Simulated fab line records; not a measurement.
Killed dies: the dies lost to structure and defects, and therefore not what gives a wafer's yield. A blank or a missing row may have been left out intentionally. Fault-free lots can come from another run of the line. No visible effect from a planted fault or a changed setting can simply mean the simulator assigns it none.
fab line records / flow n5-finfet
record: lots: 4 wafers: 11 last-day: 18
route steps=1938 shown BEOL_M1@831 BEOL_M2@841 BEOL_M4@1111
lots with no fault: from the same line, run without faults
start-h: start of the lot's first displayed wafer, in hours after the record's first day / wait-h: hours elapsed since this lot's preceding step / " same as the row above / L1.1+2: several wafers, shown together as one row / - no value present, or no start provided / * or withheld: withheld / < > ~ a bound
route shown NAME@n: a module of which the file shows steps, and the number in the route of the first / usual: average and standard deviation across the fault-free wafers / same: alike in all rows / chamber/n: place in a boat / sites: the reading at each site / _std_site: standard deviation of those values / _edge_site: the outer-site mean with the inner-site mean subtracted / radius-mm: for every site, how far away it sits from the centre of the wafer / mask NAME#n: copy n / behind: the most recent tool/chamber to have shaped the wafer / hold: why the lot was held/for how many hours/how that ended / device: names the non-switching transistor (n, p or np) / end of line: tests run on the same wafers once the route is complete / where a step has no rows: the recipe by itself / killed: the dies lost at the first sort to structure and to defects; this is not the yield of the wafer / map: a wafer's dies, x killed, . not, _ none there
set.NAME: the setting the step ran with; set.NAME@STEP: the setting that earlier step ran with / model.NAME: the simulator's own value behind a step, which no gauge read
lots at some steps of the route; a table a step, a row a wafer
services: a tool's chamber out of use, with start hour (start-h, from the record's first day; less than 0 if before it), hours out, and reason
== steps ==
step: N5_BEOL_M1_ECD_50
recipe: material: Cu target-thk-a: 3000
step: N5_BEOL_M1_ANNEAL_51
recipe: temp-c: 225 time-s: 90 ambient: N2
step: N5_BEOL_M1_CMP_52
recipe: stop-on: SiOC t-overpolish-s: 6.8 down-force-psi: 1 platen-rpm: 50 clearing-platen-down-force-psi: 1.5 clearing-platen-rpm: 50 post-cmp-clean: cu-alkaline target-thk-nm: 40 clearing-platen-pad-velocity-m-s: 0.99484 pad-velocity-m-s: 0.99484
step: N5_BEOL_M1_PRE_CLEAN_60
recipe: gas: NH3/H2 time-s: 15 temp-c: * rf-power-w: 300
step: N5_BEOL_M1_CO_CAP_55
recipe: material: Co target-thk-a: 20 temp-c: 200 precursor: CCTBA/H2 pressure-torr: 30 time-s: 102.1
step: N5_BEOL_M1_PRE_CLEAN_56
recipe: gas: NH3 time-s: 15 temp-c: withheld rf-power-w: 300
step: N5_BEOL_M1_DEP_57
recipe: material: SiCN target-thk-a: 80 temp-c: withheld precursor: 3MS/NH3 pressure-torr: 3 rf-w: 202 time-s: 14
step: N5_BEOL_M2_ILD_DEP_00
recipe: material: SiOC target-thk-a: 790 temp-c: 350 precursor: DEMS/O2 pressure-torr: 5 rf-w: 500 time-s: 15.3
step: N5_BEOL_M2_PECVD_72
recipe: material: SiO2 target-thk-a: 160 temp-c: 400 precursor: TEOS/O2 pressure-torr: 5.5 rf-w: 450 teos-flow-sccm: 53.8 gas: O2 flow-sccm: 3000 time-s: 18
usual: heater-power-w: 789/120 showerhead-plenum-p-Torr: 8.79/0.066 throttle-valve-pct: 22.9/1.2
lot.wafer=L203.5 tool=pecvd-04 chamber=1 start-h=196.83 wait-h=0.1 heater-power-w=931 showerhead-plenum-p-Torr=8.83 throttle-valve-pct=25.0 model.SiO2_of_BEOL_M2_PECVD_72.thk-nm=16.2
lot.wafer=L203.6 tool=pecvd-04 chamber=2 start-h=196.83 wait-h=0.1 heater-power-w=908 showerhead-plenum-p-Torr=8.74 throttle-valve-pct=23.1 model.SiO2_of_BEOL_M2_PECVD_72.thk-nm=19.4
lot.wafer=L207.1 tool=pecvd-04 chamber=1 start-h=211.77 wait-h=0.0 heater-power-w=841 showerhead-plenum-p-Torr=8.82 throttle-valve-pct=25.0 model.SiO2_of_BEOL_M2_PECVD_72.thk-nm=16
lot.wafer=L207.3 tool=pecvd-04 chamber=0 start-h=211.77 wait-h=0.0 heater-power-w=929 showerhead-plenum-p-Torr=8.81 throttle-valve-pct=23.1 model.SiO2_of_BEOL_M2_PECVD_72.thk-nm=16.2
lot.wafer=L207.6 tool=pecvd-04 chamber=0 start-h=211.77 wait-h=0.0 heater-power-w=941 showerhead-plenum-p-Torr=8.81 throttle-valve-pct=23.5 model.SiO2_of_BEOL_M2_PECVD_72.thk-nm=19.8
lot.wafer=L210.1 tool=pecvd-03 chamber=0 start-h=239.90 wait-h=0.0 heater-power-w=628 showerhead-plenum-p-Torr=8.76 throttle-valve-pct=23.2 model.SiO2_of_BEOL_M2_PECVD_72.thk-nm=15.6
lot.wafer=L210.2 tool=pecvd-03 chamber=1 start-h=239.90 wait-h=0.0 heater-power-w=865 showerhead-plenum-p-Torr=8.79 throttle-valve-pct=24.6 model.SiO2_of_BEOL_M2_PECVD_72.thk-nm=15.6
lot.wafer=L210.4 tool=pecvd-03 chamber=1 start-h=239.90 wait-h=0.0 heater-power-w=890 showerhead-plenum-p-Torr=8.77 throttle-valve-pct=24.7 model.SiO2_of_BEOL_M2_PECVD_72.thk-nm=16
lot.wafer=L216.1 tool=pecvd-04 chamber=1 start-h=272.11 wait-h=0.0 heater-power-w=964 showerhead-plenum-p-Torr=8.82 throttle-valve-pct=24.9 model.SiO2_of_BEOL_M2_PECVD_72.thk-nm=15.8
lot.wafer=L216.4 tool=pecvd-04 chamber=2 start-h=272.11 wait-h=0.0 heater-power-w=859 showerhead-plenum-p-Torr=8.75 throttle-valve-pct=21.2 model.SiO2_of_BEOL_M2_PECVD_72.thk-nm=16
lot.wafer=L216.6 tool=pecvd-04 chamber=1 start-h=272.11 wait-h=0.0 heater-power-w=962 showerhead-plenum-p-Torr=8.82 throttle-valve-pct=25.2 model.SiO2_of_BEOL_M2_PECVD_72.thk-nm=16.2
step: N5_BEOL_M2_HM_DEP_02
recipe: material: TiN target-thk-a: 200 temp-c: 25 chamber-pressure-pa: 0.49996
step: N5_BEOL_M2_COAT_61
recipe: resist: SOC temp-c: 250 time-s: 60 spin-rpm: 1500 resist-thk-nm: 60
step: N5_BEOL_M2_COAT_62
recipe: resist: SiARC temp-c: 220 time-s: 60 spin-rpm: 1500 resist-thk-nm: 12
step: N5_BEOL_M2_COAT_73
recipe: resist: underlayer temp-c: 205 time-s: 60 spin-rpm: 1500 resist-thk-nm: 5
step: N5_BEOL_M2_COAT_05
recipe: resist: CAR-EUV spin-rpm: 1500 resist-thk-nm: 30
step: N5_BEOL_M2_EBR_07
recipe: solvent: PGMEA ebr-width-mm: 1.5
step: N5_BEOL_M2_SOFTBAKE_06
recipe: temp-c: 110 time-s: 60 resist: CAR-EUV
step: N5_BEOL_M2_EXPOSE_08
recipe: mask-id: M2 na: 0.33 source-shape: dipole sigma-inner: 0.369 sigma-outer: 0.767 polarization: unpolarized dose-mj: 41.25
step: N5_BEOL_M2_PEB_09
recipe: peb-temp-c: 100 peb-time-s: 60 resist: CAR-EUV
step: N5_BEOL_M2_DEVELOP_10
recipe: develop-time-s: 30 developer: TMAH resist: CAR-EUV rinse-liquid: surfactant-rinse dry: air-spin dev-temp-c: 23
step: N5_BEOL_M2_DESCUM_16
recipe: chemistry: O2 time-s: 7 source-power-w: 50 bias-power-w: 20 pressure-mtorr: 20 rf-frequency-hz: 2.712e+07 temp-c: 40 resist: CAR-EUV o2-flow-sccm: 225
step: N5_BEOL_M2_ETCH_74
recipe: chemistry: N2/H2 target: underlayer target-depth-a: 65 mask-material: CAR-EUV time-s: 5.2 ion-energy-ev: 200 pressure-mtorr: 30 source-w: 840 bias-w: 150 n2-flow-sccm: 200 h2-flow-sccm: 200 ends: cleared
step: N5_BEOL_M2_ETCH_63
recipe: chemistry: CF4 target: SiARC target-depth-a: 156 mask-material: CAR-EUV time-s: 26 ion-energy-ev: 80 pressure-mtorr: 40 source-w: 545 bias-w: 36 Ar_flow_sccm: 100 cf4-flow-sccm: 100 ends: cleared
step: N5_BEOL_M2_ETCH_64
recipe: chemistry: N2/H2 target: SOC target-depth-a: 750 overetch-a: 225 mask-material: SiARC temp-c: 40 time-s: 121.9 ion-energy-ev: 200 pressure-mtorr: 30 source-w: 840 bias-w: 150 n2-flow-sccm: 200 h2-flow-sccm: 200
step: N5_BEOL_M2_STRIP_65
recipe: chemistry: N2/H2 temp-c: 40 n2-flow-sccm: 200 h2-flow-sccm: 200 rf-frequency-hz: 6e+07
step: N5_BEOL_M2_STRIP_75
recipe: chemistry: N2/H2 temp-c: 40 n2-flow-sccm: 200 h2-flow-sccm: 200 rf-frequency-hz: 6e+07
step: N5_BEOL_M2_STRIP_66
recipe: chemistry: CF4 resist: SiARC power-w: 300 bias-power-w: 75 pressure-mtorr: 50 cf4-flow-sccm: 150 rf-frequency-hz: 6e+07
step: N5_BEOL_M2_HM_OPEN_17
recipe: chemistry: Cl2/BCl3 target-depth-a: 200 overetch-a: 60 target: TiN mask-material: SOC ion-energy-ev: 150 pressure-mtorr: 10 icp-w: 1000 bias-w: 126 Cl2_flow_sccm: 53.25 bcl3-flow-sccm: 21.75 Ar_flow_sccm: 25
step: N5_BEOL_M2_STRIP_19
recipe: chemistry: O2 power-w: 400 temp-c: 40 pressure-mtorr: 30 rf-frequency-hz: 6e+07 bias-power-w: 0 overash-fraction: 0.2 o2-flow-sccm: 225
step: N5_BEOL_M2_COAT_67
recipe: resist: SOC temp-c: 250 time-s: 60 spin-rpm: 1500 resist-thk-nm: 60
step: N5_BEOL_M2_COAT_68
recipe: resist: SiARC temp-c: 220 time-s: 60 spin-rpm: 1500 resist-thk-nm: 12
step: N5_BEOL_M2_COAT_76
recipe: resist: underlayer temp-c: 205 time-s: 60 spin-rpm: 1500 resist-thk-nm: 5
step: N5_BEOL_M2_COAT_22
recipe: resist: CAR-EUV spin-rpm: 1500 resist-thk-nm: 30
step: N5_BEOL_M2_EBR_24
recipe: solvent: PGMEA ebr-width-mm: 1.5
step: N5_BEOL_M2_SOFTBAKE_23
recipe: temp-c: 110 time-s: 60 resist: CAR-EUV
step: N5_BEOL_M2_HM_STRIP_39
recipe: chemistry: peroxide-tin-strip material: TiN target-depth-a: 250 temp-c: 50 time-s: 158
lot.wafer=L203.5 tool=wet-bench-02 chamber=1 start-h=207.70 wait-h=0.0 model.SiO2_of_BEOL_M2_PECVD_72.thk-nm=16
lot.wafer=L203.6 tool=wet-bench-02 chamber=2 start-h=207.70 wait-h=0.0 model.SiO2_of_BEOL_M2_PECVD_72.thk-nm=19.4
lot.wafer=L207.1 tool=wet-bench-03 chamber=4 start-h=215.03 wait-h=0.0 model.SiO2_of_BEOL_M2_PECVD_72.thk-nm=15.8
lot.wafer=L207.3 tool=wet-bench-03 chamber=6 start-h=215.03 wait-h=0.0 model.SiO2_of_BEOL_M2_PECVD_72.thk-nm=16
lot.wafer=L207.6 tool=wet-bench-03 chamber=5 start-h=215.03 wait-h=0.0 model.SiO2_of_BEOL_M2_PECVD_72.thk-nm=19.6
lot.wafer=L210.1 tool=wet-bench-04 chamber=0 start-h=246.39 wait-h=0.0 model.SiO2_of_BEOL_M2_PECVD_72.thk-nm=15.4
lot.wafer=L210.2 tool=wet-bench-04 chamber=4 start-h=246.39 wait-h=0.0 model.SiO2_of_BEOL_M2_PECVD_72.thk-nm=15.6
lot.wafer=L210.4 tool=wet-bench-04 chamber=6 start-h=246.39 wait-h=0.0 model.SiO2_of_BEOL_M2_PECVD_72.thk-nm=15.8
lot.wafer=L216.1 tool=wet-bench-03 chamber=2 start-h=279.03 wait-h=0.0 model.SiO2_of_BEOL_M2_PECVD_72.thk-nm=15.6
lot.wafer=L216.4 tool=wet-bench-03 chamber=6 start-h=279.03 wait-h=0.0 model.SiO2_of_BEOL_M2_PECVD_72.thk-nm=15.8
lot.wafer=L216.6 tool=wet-bench-03 chamber=3 start-h=279.03 wait-h=0.0 model.SiO2_of_BEOL_M2_PECVD_72.thk-nm=16
step: N5_BEOL_M2_CMP_52
recipe: stop-on: SiOC t-overpolish-s: 6.8 down-force-psi: 1 platen-rpm: 50 clearing-platen-down-force-psi: 1.5 clearing-platen-rpm: 50 post-cmp-clean: cu-alkaline target-thk-nm: 40 clearing-platen-pad-velocity-m-s: 0.99484 pad-velocity-m-s: 0.99484
usual: barrier-field-endpoint-s: 24.5/0.72 motor-current-A: 5.9/0.69
lot.wafer=L203.6 tool=cmp-02 chamber=0 start-h=210.95 wait-h=0.2 barrier-field-endpoint-s=28.5 motor-current-A=5.7
lot.wafer=L203.5 tool=cmp-02 chamber=1 start-h=210.95 wait-h=0.2 barrier-field-endpoint-s=24.5 motor-current-A=4.9
lot.wafer=L207.1 tool=cmp-03 chamber=0 start-h=220.17 wait-h=0.3 barrier-field-endpoint-s=26.8 motor-current-A=6.9
lot.wafer=L207.3 tool=cmp-03 chamber=1 start-h=220.17 wait-h=0.3 barrier-field-endpoint-s=25.2 motor-current-A=5.3
lot.wafer=L207.6 tool=cmp-03 chamber=1 start-h=220.17 wait-h=0.3 barrier-field-endpoint-s=29.9 motor-current-A=5.4
lot.wafer=L210.1 tool=cmp-03 chamber=0 start-h=251.34 wait-h=0.3 barrier-field-endpoint-s=24.7 motor-current-A=6.8
lot.wafer=L210.4 tool=cmp-03 chamber=1 start-h=251.34 wait-h=0.3 barrier-field-endpoint-s=24.7 motor-current-A=5.3
lot.wafer=L210.2 tool=cmp-03 chamber=2 start-h=251.34 wait-h=0.3 barrier-field-endpoint-s=25.3 motor-current-A=5.6
lot.wafer=L216.1 tool=cmp-01 chamber=1 start-h=283.11 wait-h=0.3 barrier-field-endpoint-s=24.2 motor-current-A=6.7
lot.wafer=L216.4 tool=cmp-01 chamber=3 start-h=283.11 wait-h=0.3 barrier-field-endpoint-s=23.6 motor-current-A=6.6
lot.wafer=L216.6 tool=cmp-01 chamber=2 start-h=283.11 wait-h=0.3 barrier-field-endpoint-s=24.1 motor-current-A=7.5
step: N5_BEOL_M4_RC_MEAS_101
usual: DIBL_N: 36.0/1.8 DIBL_P: 36.3/2.4 IOFF_N: 0.16/0.035 IOFF_P: 0.21/0.036 ION_N: 673/13 ION_P: 461/7.2 SS_N: 71.4/0.6 SS_P: 73.2/0.7 VT_N: 250/4 VT_P: -250.9/2.9
lot.wafer=L203.5 tool=prober-02 chamber=0 start-h=244.62 wait-h=0.6 DIBL_N[mV/V]=36.6 DIBL_P[mV/V]=37.1 IOFF_N[nA/um]=0.19 IOFF_P[nA/um]=0.21 ION_N[uA/um]=683 ION_P[uA/um]=464 SS_N[mV/dec]=71.7 SS_P[mV/dec]=73.6 VT_N[mV]=244 VT_P[mV]=-253.3
lot.wafer=L203.6 tool=prober-02 chamber=0 start-h=244.62 wait-h=0.6 DIBL_N[mV/V]=37.6 DIBL_P[mV/V]=39.5 IOFF_N[nA/um]=0.21 IOFF_P[nA/um]=0.25 ION_N[uA/um]=693 ION_P[uA/um]=466 SS_N[mV/dec]=72.3 SS_P[mV/dec]=73.8 VT_N[mV]=243 VT_P[mV]=-251.4
lot.wafer=L207.1 tool=prober-02 chamber=0 start-h=249.99 wait-h=0.0 DIBL_N[mV/V]=33.9 DIBL_P[mV/V]=33.6 IOFF_N[nA/um]=0.14 IOFF_P[nA/um]=0.19 ION_N[uA/um]=684 ION_P[uA/um]=466 SS_N[mV/dec]=71.4 SS_P[mV/dec]=72.8 VT_N[mV]=249 VT_P[mV]=-251.7
lot.wafer=L207.3 tool=prober-02 chamber=0 start-h=249.99 wait-h=0.0 DIBL_N[mV/V]=33.0 DIBL_P[mV/V]=32.7 IOFF_N[nA/um]=0.11 IOFF_P[nA/um]=0.18 ION_N[uA/um]=661 ION_P[uA/um]=459 SS_N[mV/dec]=71.2 SS_P[mV/dec]=72.5 VT_N[mV]=255 VT_P[mV]=-251.2
lot.wafer=L207.6 tool=prober-02 chamber=0 start-h=249.99 wait-h=0.0 DIBL_N[mV/V]=33.7 DIBL_P[mV/V]=32.8 IOFF_N[nA/um]=0.13 IOFF_P[nA/um]=0.19 ION_N[uA/um]=664 ION_P[uA/um]=455 SS_N[mV/dec]=70.8 SS_P[mV/dec]=72.1 VT_N[mV]=253 VT_P[mV]=-249.0
lot.wafer=L210.1 tool=prober-02 chamber=0 start-h=279.89 wait-h=0.0 DIBL_N[mV/V]=35.5 DIBL_P[mV/V]=36.0 IOFF_N[nA/um]=0.16 IOFF_P[nA/um]=0.19 ION_N[uA/um]=672 ION_P[uA/um]=459 SS_N[mV/dec]=71.2 SS_P[mV/dec]=73.3 VT_N[mV]=248 VT_P[mV]=-251.7
lot.wafer=L210.2 tool=prober-02 chamber=0 start-h=279.89 wait-h=0.0 DIBL_N[mV/V]=35.9 DIBL_P[mV/V]=37.5 IOFF_N[nA/um]=0.17 IOFF_P[nA/um]=0.21 ION_N[uA/um]=694 ION_P[uA/um]=465 SS_N[mV/dec]=71.0 SS_P[mV/dec]=73.5 VT_N[mV]=248 VT_P[mV]=-251.6
lot.wafer=L210.4 tool=prober-02 chamber=0 start-h=279.89 wait-h=0.0 DIBL_N[mV/V]=33.8 DIBL_P[mV/V]=34.0 IOFF_N[nA/um]=0.14 IOFF_P[nA/um]=0.18 ION_N[uA/um]=668 ION_P[uA/um]=457 SS_N[mV/dec]=70.6 SS_P[mV/dec]=73.0 VT_N[mV]=250 VT_P[mV]=-253.1
lot.wafer=L216.1 tool=prober-01 chamber=0 start-h=318.29 wait-h=0.0 DIBL_N[mV/V]=38.7 DIBL_P[mV/V]=38.4 IOFF_N[nA/um]=0.19 IOFF_P[nA/um]=0.24 ION_N[uA/um]=686 ION_P[uA/um]=467 SS_N[mV/dec]=72.1 SS_P[mV/dec]=73.6 VT_N[mV]=246 VT_P[mV]=-247.2
lot.wafer=L216.4 tool=prober-01 chamber=0 start-h=318.29 wait-h=0.0 DIBL_N[mV/V]=39.2 DIBL_P[mV/V]=37.3 IOFF_N[nA/um]=0.19 IOFF_P[nA/um]=0.22 ION_N[uA/um]=676 ION_P[uA/um]=459 SS_N[mV/dec]=71.9 SS_P[mV/dec]=74.3 VT_N[mV]=248 VT_P[mV]=-250.4
lot.wafer=L216.6 tool=prober-01 chamber=0 start-h=318.29 wait-h=0.0 DIBL_N[mV/V]=38.1 DIBL_P[mV/V]=37.2 IOFF_N[nA/um]=0.17 IOFF_P[nA/um]=0.22 ION_N[uA/um]=672 ION_P[uA/um]=456 SS_N[mV/dec]=72.2 SS_P[mV/dec]=73.8 VT_N[mV]=247 VT_P[mV]=-249.7
== services ==
tool=cmp-01 chamber=- start-h=178.17 hours=4.0 kind=pm
tool=cmp-01 chamber=- start-h=182.17 hours=- kind=consumable-replace:conditioner
tool=cmp-01 chamber=- start-h=182.17 hours=- kind=consumable-replace:pad
tool=cmp-01 chamber=- start-h=183.39 hours=0.2 kind=repair
tool=pecvd-04 chamber=2 start-h=202.38 hours=- kind=clean
tool=pecvd-04 chamber=2 start-h=202.38 hours=- kind=consumable-replace:showerhead
tool=pecvd-04 chamber=2 start-h=202.38 hours=29.0 kind=scheduled-down
tool=pecvd-04 chamber=2 start-h=202.38 hours=29.0 kind=vent-cycle
tool=wet-bench-02 chamber=- start-h=232.73 hours=0.5 kind=repair
tool=cmp-01 chamber=- start-h=240.40 hours=0.8 kind=repair
tool=cmp-03 chamber=- start-h=240.84 hours=7.0 kind=pm
tool=pecvd-03 chamber=1 start-h=241.93 hours=22.3 kind=repair
tool=cmp-01 chamber=- start-h=262.66 hours=2.6 kind=repair
tool=cmp-01 chamber=- start-h=269.90 hours=1.7 kind=repair
tool=cmp-03 chamber=- start-h=279.49 hours=4.0 kind=pm
tool=pecvd-04 chamber=1 start-h=280.59 hours=5.5 kind=scheduled-down
tool=pecvd-03 chamber=2 start-h=280.60 hours=5.5 kind=scheduled-down
== key ==
first-sign: step: N5_BEOL_M2_CMP_52 reading: barrier-field-endpoint-s direction: up sigmas: 6.6 usual: 24.5 struck: 29.2
effect none on later readings
model-effect: step: N5_BEOL_M2_PECVD_72 value: SiO2_of_BEOL_M2_PECVD_72.thk-nm without: 16.1 struck: 19.6
model-effect: step: N5_BEOL_M2_HM_STRIP_39 value: SiO2_of_BEOL_M2_PECVD_72.thk-nm without: 15.9 struck: 19.5
met-at N5_BEOL_M2_PECVD_72
struck-wafers L203.6,L207.6
fault: kind: process-parameter-drift tool: pecvd-04 chamber: - onset-h: 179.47 steps: N5_BEOL_M2_PECVD_72 channel: time-s offset: * shape: step end-h: 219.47 scope: struck-wafers-only acts-in: * stated: *
